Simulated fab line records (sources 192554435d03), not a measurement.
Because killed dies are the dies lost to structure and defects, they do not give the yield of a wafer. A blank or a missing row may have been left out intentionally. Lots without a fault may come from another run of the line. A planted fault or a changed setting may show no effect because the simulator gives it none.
Which tool is to blame? / flow n5Finfet / Sampling: 12 lots, 36 wafers, 2 of 1938 route steps

WHAT THE GAUGES SHOWED, per wafer
N5_FIN_SAQP_OCD_MEAS_76.
lot=L075; measured=day 2 09:41; on=ocd-02; trenchDepthNm (nm)=121.7 124.6 121.7
lot=L077; measured=day 2 21:03; on=ocd-01; trenchDepthNm (nm)=120.3 121.5 120.1
lot=L079; measured=day 3 08:37; on=ocd-02; trenchDepthNm (nm)=120.0 121.1 119.4
lot=L081; measured=day 3 20:36; on=ocd-02; trenchDepthNm (nm)=119.7 119.8 120.1
lot=L083; measured=day 4 09:18; on=ocd-01; trenchDepthNm (nm)=119.4 119.8 120.7
lot=L085; measured=day 4 22:14; on=ocd-02; trenchDepthNm (nm)=121.6 120.0 118.9
lot=L087; measured=day 5 11:25; on=ocd-01; trenchDepthNm (nm)=122.7 120.2 124.0
lot=L089; measured=day 5 23:56; on=ocd-01; trenchDepthNm (nm)=119.9 120.6 121.0
lot=L091; measured=day 6 10:47; on=ocd-01; trenchDepthNm (nm)=120.7 122.5 121.3
lot=L093; measured=day 6 21:43; on=ocd-01; trenchDepthNm (nm)=122.2 119.0 119.7
lot=L095; measured=day 7 09:51; on=ocd-01; trenchDepthNm (nm)=116.8 118.0 118.6
lot=L097; measured=day 7 20:17; on=ocd-01; trenchDepthNm (nm)=119.8 120.7 120.8

TOOL THAT RAN EACH LOT (tool first, then ch and the chambers of the sampled wafers, then the start)
lot=L075; N5_FIN_SAQP_ETCH_64=rieSi-04 ch 0,1, day 2 09:26
lot=L077; N5_FIN_SAQP_ETCH_64=rieSi-04 ch 0,2,3, day 2 20:49
lot=L079; N5_FIN_SAQP_ETCH_64=rieSi-02 ch 1,2,3, day 3 08:23
lot=L081; N5_FIN_SAQP_ETCH_64=rieSi-03 ch 0,1,2, day 3 20:22
lot=L083; N5_FIN_SAQP_ETCH_64=rieSi-04 ch 2,3, day 4 09:04
lot=L085; N5_FIN_SAQP_ETCH_64=rieSi-04 ch 1,2,3, day 4 22:00
lot=L087; N5_FIN_SAQP_ETCH_64=rieSi-04 ch 0,1, day 5 11:10
lot=L089; N5_FIN_SAQP_ETCH_64=rieSi-04 ch 0,3, day 5 23:42
lot=L091; N5_FIN_SAQP_ETCH_64=rieSi-03 ch 2,3, day 6 10:33
lot=L093; N5_FIN_SAQP_ETCH_64=rieSi-04 ch 1,3, day 6 21:28
lot=L095; N5_FIN_SAQP_ETCH_64=rieSi-03 ch 0,1,2, day 7 09:36
lot=L097; N5_FIN_SAQP_ETCH_64=rieSi-02 ch 0,1,3, day 7 20:02
- N5_FIN_SAQP_ETCH_64: etches SiO2 in CF4, target depth 1.5 nm.

THE ANSWER, worked out from the rows above alone
Rule: the lots themselves supply what counts as usual. The widest of any qualifying gaps counts: lots, ordered by their means at a reading, are off when they make up no more than a third of the lots, leave a main group of 4 or more, and stand apart from it by 3 or more times the standard deviation of that group's means. The tables above print the reading to a certain number of digits; a main group whose means all agree to those digits is not used. A lot without any number at a reading at which 4 lots or more have one is off too. The other lots that the step has rows for count as sound.
No lot is off at any reading shown: from this, nothing can be told.

WHAT THE SIMULATOR HAD INSERTED
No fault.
